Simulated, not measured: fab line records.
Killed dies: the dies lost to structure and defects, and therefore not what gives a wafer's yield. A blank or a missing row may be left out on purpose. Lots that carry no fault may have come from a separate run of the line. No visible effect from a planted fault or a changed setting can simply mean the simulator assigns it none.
Chamber matching | flow n5_finfet | 4 sister chambers for N5_BEOL_M0_SAQP_SPACER2_ALD_26 on ald_sin-01
The step deposits SiO2, target thk 15 nm, pulse time 1 s, purge time 2 s. 14 wafers are shown with their chamber, then 7 later ones without.

WAFERS PAIRED WITH THEIR CHAMBERS
wafer  | chamber | heater_power_w (W) | heater_power_outer_w (W) | precursor_pulse_height_rel
L074.3 | 3       | 505                | 275                      | 0.983
L074.4 | 1       | 396                | 231                      | 1.004
L074.5 | 2       | 473                | 273                      | 1.009
L077.1 | 0       | 475                | 255                      | 0.980
L077.3 | 2       | 480                | 265                      | 1.004
L077.6 | 2       | 463                | 264                      | 1.012
L079.1 | 0       | 462                | 259                      | 1.028
L079.4 | 2       | 477                | 266                      | 1.011
L079.6 | 2       | 465                | 271                      | 1.005
L085.2 | 2       | 471                | 271                      | 1.005
L085.4 | 1       | 398                | 233                      | 0.991
L085.6 | 1       | 401                | 231                      | 1.004
L086.1 | 1       | 396                | 230                      | 0.990
L086.2 | 2       | 465                | 271                      | 0.986

SIGNATURES (means of the wafers above)
reading                    | chamber 0 | chamber 1 | chamber 2 | chamber 3 | scatter within a chamber
heater_power_w             | 468.50    | 397.75    | 470.57    | 505.00    | 5.97
heater_power_outer_w       | 257.00    | 231.25    | 268.71    | 275.00    | 3
precursor_pulse_height_rel | 1.00400   | 0.99725   | 1.00457   | 0.98300   | 0.0134
Rule: a wafer's distance from a chamber is the root of the sum, over the readings, of the square of ((its reading less the chamber's mean) divided by the reading's scatter). If the next closest chamber is less than 2 further off than the closest, the wafer can't be placed; otherwise it belongs to the closest. The scatter is the square root of a quotient: the sum, over the shown wafers, of each reading's squared deviation from its chamber's mean, divided by wafers minus chambers.

WAFERS WITHOUT THEIR CHAMBER
wafer  | heater_power_w (W) | heater_power_outer_w (W) | precursor_pulse_height_rel
L086.3 | 502                | 282                      | 0.978
L093.1 | 409                | 231                      | 1.029
L093.4 | 469                | 271                      | 0.982
L093.6 | 469                | 264                      | 0.957
L094.1 | 511                | 284                      | 0.999
L094.3 | 472                | 262                      | 0.994
L094.4 | 409                | 235                      | 0.996

EACH ONE'S CHAMBER
wafer  | from the rows above     | in truth
L086.3 | 3                       | 3
L093.1 | 1                       | 1
L093.4 | 2                       | 2
L093.6 | can't be placed: 2 or 0 | 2
L094.1 | 3                       | 3
L094.3 | can't be placed: 0 or 2 | 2
L094.4 | 1                       | 1
Correct placement for 5 of the 7. From these rows, 2 cannot be placed; in 2 the true chamber is one of the candidates. Placed wrongly: 0.
